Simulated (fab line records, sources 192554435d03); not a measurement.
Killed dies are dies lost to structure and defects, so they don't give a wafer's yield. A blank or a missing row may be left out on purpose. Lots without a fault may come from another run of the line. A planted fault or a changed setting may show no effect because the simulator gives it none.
fab line records | flow n5_finfet
record lots=9 wafers=26 last_day=18
route steps=1938 shown MOL_CONTACT_COAG@609 BEOL_M0_SAQP@632 BEOL_M4@1111 PASSIVATION@1936
lots that met no fault: from a run of the same line without faults
start_h: hours from the record's first day to the start of the lot's first wafer shown | wait_h: hours since the lot's step before | " the same as in the row above | L1.1+2: a row that stands for several wafers | - no value, or no start given | * or withheld: withheld | < > ~ a bound
route shown NAME@n: a module of which the file shows steps, and the number in the route of the first | usual: mean/standard deviation of fault-free wafers | same: alike in all rows | chamber/n: place in a boat | sites: the reading at each site | _std_site: their standard deviation | _edge_site: outer sites' mean less inner sites' | radius_mm: how far each site lies from the wafer's centre | mask NAME#n: copy n | behind: the tool/chamber that last shaped the wafer | hold: why the lot was held/for how many hours/how that ended | device: the transistor (n, p or np) that didn't switch | end of line: the same wafers' tests at the end of the route | a step without rows: its recipe alone | killed: dies lost to structure and defects at the first sort, not the wafer's yield | map: a wafer's dies, x killed, . not, _ none there
set.NAME: the setting as run; set.NAME@STEP: as run at that earlier step | model.NAME: the simulator's own value behind a step, which no gauge read
steps of the route over a sample of lots; a table a step, a row a wafer
services: from which hour (start_h, from the record's first day; less than 0 if before it) a tool's chamber was out of use, for how many hours, and why
## steps
# step N5_MOL_CONTACT_COAG_ETCHBACK_134
# recipe chemistry=CHF3 target=SiO2 target_depth_a=100 time_s=6.7 ion_energy_ev=200 pressure_mtorr=30 source_w=610 bias_w=170 Ar_flow_sccm=200 CHF3_flow_sccm=50
# usual chamber_pressure_mTorr=30.000/0.025 drypump_motor_current_A=5.8/0.35 oes_f_703_au=0.81/0.099 oes_product_au=0.80/0.1 rf_fwd_power_W=603/3 rf_vpp_V=522/5 showerhead_plenum_p_Torr=2.37/0.11 throttle_valve_pct=18.73/0.26
# columns lot.wafer tool chamber start_h wait_h chamber_pressure_mTorr drypump_motor_current_A oes_f_703_au oes_product_au rf_fwd_power_W rf_hours_counter_h rf_vpp_V showerhead_plenum_p_Torr throttle_valve_pct
L293.3 rie_diel-03 0 102.50 0.3 30.017 5.6 0.75 0.72 605 189 520 2.36 18.59
L293.4 " 1 " " 29.998 5.9 0.70 0.69 598 233 526 2.45 19.25
L293.5 " 3 " " 30.040 6.2 0.80 0.80 604 - 529 2.52 18.97
L295.2 rie_diel-03 1 110.65 0.1 29.956 5.9 0.70 0.69 599 236 526 2.45 19.25
L295.3 " 2 " " 29.923 6.1 0.76 0.77 597 139 521 2.21 18.95
L295.4 " 2 " " 29.989 6.2 0.76 0.77 598 - 524 2.21 18.95
L297.1 rie_diel-05 1 133.06 0.1 29.956 5.9 0.71 0.70 603 193 526 2.27 18.44
L297.2 " 2 " " 29.975 5.4 1.02 1.00 603 0 524 2.53 18.45
L297.5 " 3 " " 29.964 5.8 0.69 0.69 600 - 520 2.25 18.77
L300.1 rie_diel-03 3 147.45 0.1 29.969 6.2 0.80 0.79 608 101 528 2.51 19.00
L300.3 " 0 " " 29.998 5.6 0.73 0.69 603 210 519 2.35 18.60
L300.6 " 0 " " 29.984 5.6 0.72 0.70 603 - 520 2.35 18.62
L308.5 rie_diel-03 2 195.53 0.0 30.014 6.1 0.73 0.75 599 - 521 2.19 19.01
L308.6 " 0 " " 29.960 5.6 0.71 0.69 606 - 518 2.35 18.65
L309.1 rie_diel-06 3 202.00 0.1 29.977 6.5 0.88 0.90 605 24 531 2.33 18.49
L309.2 " 0 " " 29.996 5.8 0.81 0.80 608 114 513 2.29 18.57
L309.5 " 1 " " 30.006 5.3 0.88 0.88 603 - 522 2.51 18.52
L310.2 rie_diel-05 2 210.52 0.1 30.031 5.4 0.95 0.94 601 12 523 2.53 18.47
L310.3 " 0 " " 30.012 5.3 0.72 0.71 597 229 518 2.26 19.26
L310.6 " 2 " " 29.977 5.4 0.94 0.94 603 - 526 2.52 18.48
L314.2 rie_diel-03 2 231.03 0.1 30.019 6.1 0.72 0.72 602 191 520 2.19 19.03
L314.3 " 0 " " 29.971 5.6 0.70 0.69 605 248 519 2.34 18.69
L314.5 " 3 " " 29.996 6.1 0.76 0.76 605 - 527 2.50 19.06
L315.1 rie_diel-06 2 236.99 0.1 30.009 6.3 0.94 0.93 598 24 516 2.33 18.53
L315.2 " 3 " " 30.000 6.4 0.87 0.88 603 36 530 2.33 18.50
L315.4 " 0 " " 30.001 5.8 0.80 0.79 605 126 512 2.29 18.58
# step N5_MOL_CONTACT_COAG_CD_MEAS_101
# recipe target_cd_nm=16
# usual cd_nm=16.02/0.27
# columns lot.wafer tool chamber start_h wait_h cd_nm
L293.3 cd_sem-01 - 103.02 0.0 16.82
L293.4 " - " " 16.13
L293.5 " - " " 16.10
L295.2 cd_sem-01 - 111.20 0.0 15.98
L295.3 " - " " 15.96
L295.4 " - " " 15.92
L297.1 cd_sem-01 - 133.60 0.0 15.74
L297.2 " - " " 15.49
L297.5 " - " " 15.89
L300.1 cd_sem-03 - 147.95 0.0 16.38
L300.3 " - " " 15.96
L300.6 " - " " 16.05
L308.5 cd_sem-01 - 196.03 0.0 15.66
L308.6 " - " " 16.20
L309.1 cd_sem-03 - 202.51 0.0 15.65
L309.2 " - " " 16.07
L309.5 " - " " 15.93
L310.2 cd_sem-03 - 211.03 0.0 15.93
L310.3 " - " " 15.73
L310.6 " - " " 16.34
L314.2 cd_sem-02 - 231.54 0.0 16.46
L314.3 " - " " 16.12
L314.5 " - " " 15.77
L315.1 cd_sem-03 - 237.50 0.0 15.82
L315.2 " - " " 15.43
L315.4 " - " " 15.73
# step N5_MOL_CONTACT_COAG_CMP_52
# recipe stop_on=SiO2 t_overpolish_s=1.5 post_cmp_clean=w_dilute_nh4oh down_force_psi=4 platen_rpm=50.289 pad_velocity_m_s=1.0006 target_thk_nm=66.5
# usual motor_current_A=12.3/1 overpolish_run_s=1.499/0.0091 platen_rpm=50.29/0.035 time_to_endpoint_s=13.3/2
# columns lot.wafer tool chamber start_h wait_h motor_current_A overpolish_run_s platen_rpm time_to_endpoint_s
L293.3 cmp-01 1 103.51 0.1 11.8 1.504 50.33 17.8
L293.4 " 3 " " 13.6 1.494 50.35 17.0
L293.5 " 1 " " 11.1 1.509 50.28 15.8
L295.2 cmp-01 1 112.04 0.1 11.5 1.505 50.25 13.7
L295.4 " 2 " " 12.7 1.505 50.30 13.4
L295.3 " 3 " " 13.2 1.502 50.31 14.3
L297.1 cmp-03 3 134.09 0.1 12.8 1.515 50.40 13.2
L297.2 " 1 " " 13.6 1.505 50.32 13.7
L297.5 " 2 " " 10.4 1.484 50.31 15.6
L300.3 cmp-02 2 148.41 0.0 11.6 1.514 50.28 12.9
L300.1 " 3 " " 11.1 1.507 50.31 14.0
L300.6 " 3 " " 11.2 1.500 50.30 11.8
L308.6 cmp-01 3 196.63 0.2 13.6 1.500 50.26 13.5
L308.5 " 0 " " 12.5 1.510 48.26 13.6
L309.1 cmp-01 1 202.96 0.0 11.7 1.523 50.32 14.0
L309.2 " 0 " " 12.5 1.497 48.32 14.2
L309.5 " 2 " " 13.6 1.490 50.31 11.2
L310.2 cmp-03 0 211.48 0.0 12.3 1.493 50.30 13.8
L310.3 " 2 " " 10.7 1.502 50.38 14.1
L310.6 " 0 " " 11.8 1.497 50.31 17.1
L314.2 cmp-02 3 232.03 0.1 10.6 1.495 50.29 11.3
L314.3 " 1 " " 12.4 1.508 50.30 9.3
L314.5 " 2 " " 12.1 1.503 50.34 10.9
L315.2 cmp-02 3 237.95 0.0 10.7 1.494 50.30 11.9
L315.1 " 0 " " 13.3 1.500 50.20 7.8
L315.4 " 2 " " 12.4 1.503 50.28 12.4
# step N5_BEOL_M0_SAQP_PECVD_00
# recipe material=SiCN target_thk_a=80 temp_c=withheld precursor=3MS/NH3 pressure_torr=3 rf_w=202 time_s=14
# usual rf_fwd_power_W=198.1/1.1 showerhead_plenum_p_Torr=3.660/0.018 throttle_valve_pct=8.8/0.3
# columns lot.wafer tool chamber start_h wait_h rf_fwd_power_W showerhead_plenum_p_Torr throttle_valve_pct
L293.3 pecvd-03 2 107.16 0.1 198.9 3.655 8.8
L293.4 " 0 " " 197.4 3.654 8.8
L293.5 " 2 " " 198.7 3.645 9.0
L295.2 pecvd-04 0 118.21 0.2 198.5 3.642 9.1
L295.3 " 2 " " 197.1 3.676 8.1
L295.4 " 2 " " 196.9 3.672 8.2
L297.1 pecvd-04 2 138.17 0.2 196.9 3.681 8.1
L297.2 " 1 " " 197.6 3.644 9.1
L297.5 " 2 " " 196.7 3.676 8.0
L300.1 pecvd-03 2 152.33 0.2 197.8 3.634 8.8
L300.3 " 0 " " 196.8 3.657 8.7
L300.6 " 2 " " 198.5 3.642 8.9
L308.5 pecvd-03 1 200.17 0.1 197.0 3.693 8.9
L308.6 " 2 " " 197.5 3.637 8.8
L309.1 pecvd-03 1 206.64 0.2 197.1 3.697 8.7
L309.2 " 0 " " 197.2 3.658 8.6
L309.5 " 0 " " 197.1 3.665 8.8
L310.2 pecvd-01 0 215.16 0.2 198.5 3.664 9.1
L310.3 " 2 " " 199.8 3.659 8.9
L310.6 " 1 " " 198.0 3.644 8.9
L314.2 pecvd-01 1 235.67 0.2 199.1 3.656 9.1
L314.3 " 1 " " 199.3 3.653 9.4
L314.5 " 1 " " 198.7 3.659 9.2
L315.1 pecvd-03 2 241.63 0.2 197.9 3.647 8.1
L315.2 " 1 " " 198.0 3.700 8.7
L315.4 " 2 " " 197.7 3.635 8.1
# step N5_BEOL_M4_RC_MEAS_101
# usual DIBL_N=35.9/1.3 DIBL_P=36.3/1.5 IOFF_N=0.153/0.023 IOFF_P=0.208/0.028 ION_N=672/9.7 ION_P=462/6.6 SS_N=71.5/0.53 SS_P=73.3/0.59 VT_N=250.4/2.7 VT_P=-250.5/3
# columns lot.wafer tool chamber start_h wait_h DIBL_N[mV/V] DIBL_P[mV/V] IOFF_N[nA/um] IOFF_P[nA/um] ION_N[uA/um] ION_P[uA/um] SS_N[mV/dec] SS_P[mV/dec] VT_N[mV] VT_P[mV]
L293.3 prober-02 0 168.84 0.3 35.3 35.2 0.137 0.175 660 453 71.3 73.1 250.9 -254.6
L293.4 " 0 " " 36.9 37.2 0.162 0.197 679 461 71.8 73.7 249.6 -255.0
L293.5 " 0 " " 34.4 33.8 0.120 0.152 660 450 70.7 72.3 254.1 -257.9
L295.2 prober-02 0 194.10 0.2 34.1 36.7 0.150 0.207 674 467 71.5 73.5 247.2 -250.3
L295.3 " 0 " " 33.4 36.1 0.139 0.206 665 463 71.5 73.4 248.8 -250.9
L295.4 " 0 " " 34.4 36.6 0.148 0.195 664 455 71.6 73.8 246.3 -252.2
L297.1 prober-02 0 203.83 0.0 35.4 35.4 0.143 0.196 674 466 71.4 72.8 250.7 -251.0
L297.2 " 0 " " 35.8 35.4 0.147 0.200 677 456 70.9 72.8 249.8 -250.4
L297.5 " 0 " " 35.4 35.4 0.144 0.190 669 460 71.3 72.3 251.7 -251.9
L300.1 prober-01 0 225.15 0.0 37.4 38.0 0.171 0.221 674 466 72.1 74.5 248.5 -248.4
L300.3 " 0 " " 37.9 38.7 0.185 0.240 677 466 70.7 74.4 249.1 -250.1
L300.6 " 0 " " 38.0 39.7 0.196 0.259 682 477 72.0 74.4 246.2 -249.4
L308.5 prober-02 0 276.74 0.6 36.5 36.9 0.169 0.254 690 474 71.4 73.7 245.1 -247.2
L308.6 " 0 " " 36.9 37.4 0.172 0.271 675 474 71.3 73.6 250.5 -245.2
L310.2 prober-01 0 279.33 0.2 34.7 36.2 0.135 0.171 677 456 71.2 72.8 253.7 -255.0
L310.3 " 0 " " 35.2 36.0 0.140 0.176 667 455 71.5 73.7 252.1 -255.3
L310.6 " 0 " " 34.3 35.4 0.126 0.161 663 456 71.2 73.0 253.5 -255.1
L309.1 prober-02 0 279.92 0.0 36.5 37.9 0.160 0.218 675 461 70.8 73.0 251.5 -249.8
L309.2 " 0 " " 36.5 37.4 0.157 0.206 682 459 71.5 73.5 254.7 -253.8
L309.5 " 0 " " 36.9 37.7 0.169 0.215 669 455 71.6 73.4 251.7 -250.4
L314.2 prober-02 0 313.32 0.2 37.1 38.5 0.190 0.239 690 472 71.4 74.4 247.0 -248.6
L314.3 " 0 " " 36.4 37.5 0.170 0.215 691 468 71.4 74.6 248.6 -250.0
L314.5 " 0 " " 36.6 37.4 0.165 0.209 679 462 71.7 73.0 249.0 -248.8
L315.1 prober-02 0 316.46 0.0 34.8 35.7 0.130 0.177 667 465 71.1 73.4 252.7 -253.0
L315.2 " 0 " " 35.1 36.5 0.138 0.189 674 461 71.4 72.4 252.6 -253.8
L315.4 " 0 " " 36.2 37.1 0.155 0.208 671 459 71.0 73.0 252.4 -251.6
# step N5_PASSIVATION_PROBE_49
# usual defect_limited_yield=91.1/1.5 killed_at_M0_to_M3=35/9.5 killed_at_M4_up=13/5.2 killed_at_contacts=12/6.1 killed_at_front_end=41/14 killed_at_other=3.8/2.9 killed_dies=105/17 killed_open=70/13 killed_short=33/8.4 sort_bin_5_function=5.1/0.97 sort_bin_6_memory=3.4/0.69 sort_bin_8_speed=0.00/0.007 sort_n_pass=1075/17 sort_yield_pct=91.1/1.5
# same gross_dies=1180 killed_at_back_side=0 sort_bin_4_leakage[%]=0
# columns lot.wafer tool chamber start_h wait_h defect_limited_yield[%] killed_at_M0_to_M3 killed_at_M4_up killed_at_contacts killed_at_front_end killed_at_other killed_dies killed_open killed_short sort_bin_5_function[%] sort_bin_6_memory[%] sort_bin_8_speed[%] sort_n_pass sort_yield_pct[%]
L309.2 prober-01 - 384.51 0.1 88.7 47 19 5 53 9 133 96 37 7.4 3.6 0 1047 88.7
# killed by level:class
L309.2 BEOL_M2:geometric_particle:open=20 FIN_SAQP:geometric_particle:open=15 STI_FIN_REVEAL:geometric_particle:open=12 FIN_SAQP:geometric_particle:short=11 BEOL_M5:geometric_particle:open=8 BEOL_M0_SAQP:geometric_particle:short=7 BEOL_M3:geometric_particle:open=6 BEOL_M4:geometric_particle:open=6
## services
# columns tool chamber start_h hours kind
cmp-03 - 84.90 0.5 repair
cmp-02 - 101.97 2.8 repair
cmp-02 - 109.63 1.5 repair
pecvd-01 - 111.50 10.5 repair
rie_diel-05 - 117.79 14.6 pm
cmp-01 - 123.11 4.0 pm
cmp-03 - 124.93 8.8 repair
cmp-01 - 129.59 1.2 repair
rie_diel-06 0 131.83 6.3 repair
cmp-03 - 140.06 5.0 pm
rie_diel-03 1 141.03 - clean
rie_diel-03 1 141.03 - consumable_replace:focus_ring
rie_diel-03 1 141.03 15.4 scheduled_down
cmp-02 - 141.17 2.8 pm
rie_diel-05 - 143.02 12.1 repair
cmp-01 - 148.50 5.8 pm
pecvd-01 - 151.25 28.1 pm
rie_diel-03 0 160.20 1.9 repair
cmp-01 - 161.64 7.7 pm
rie_diel-05 2 178.77 4.2 repair
cmp-02 - 183.58 4.0 pm
pecvd-03 1 212.15 14.9 repair
pecvd-01 2 235.29 6.0 repair
rie_diel-06 3 240.11 5.5 repair
## key
first_sign step=N5_MOL_CONTACT_COAG_CMP_52 reading=platen_rpm direction=down sigmas=57 usual=50.29 struck=48.29
effect none on later readings
met_at N5_MOL_CONTACT_COAG_CMP_52
struck_lots L308,L309
struck_wafers L308.5,L309.2
not_acting_at N5_MOL_CONTACT_COAG_ETCHBACK_134,N5_MOL_CONTACT_COAG_CD_MEAS_101,N5_BEOL_M0_SAQP_PECVD_00
fault kind=process_parameter_drift tool=cmp-01 chamber=0 onset_h=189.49 steps=N5_MOL_CONTACT_COAG_CMP_52 channel=platen_rpm offset=-2.0116 shape=step end_h=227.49 acts_in=these_recipes_only stated=50.289
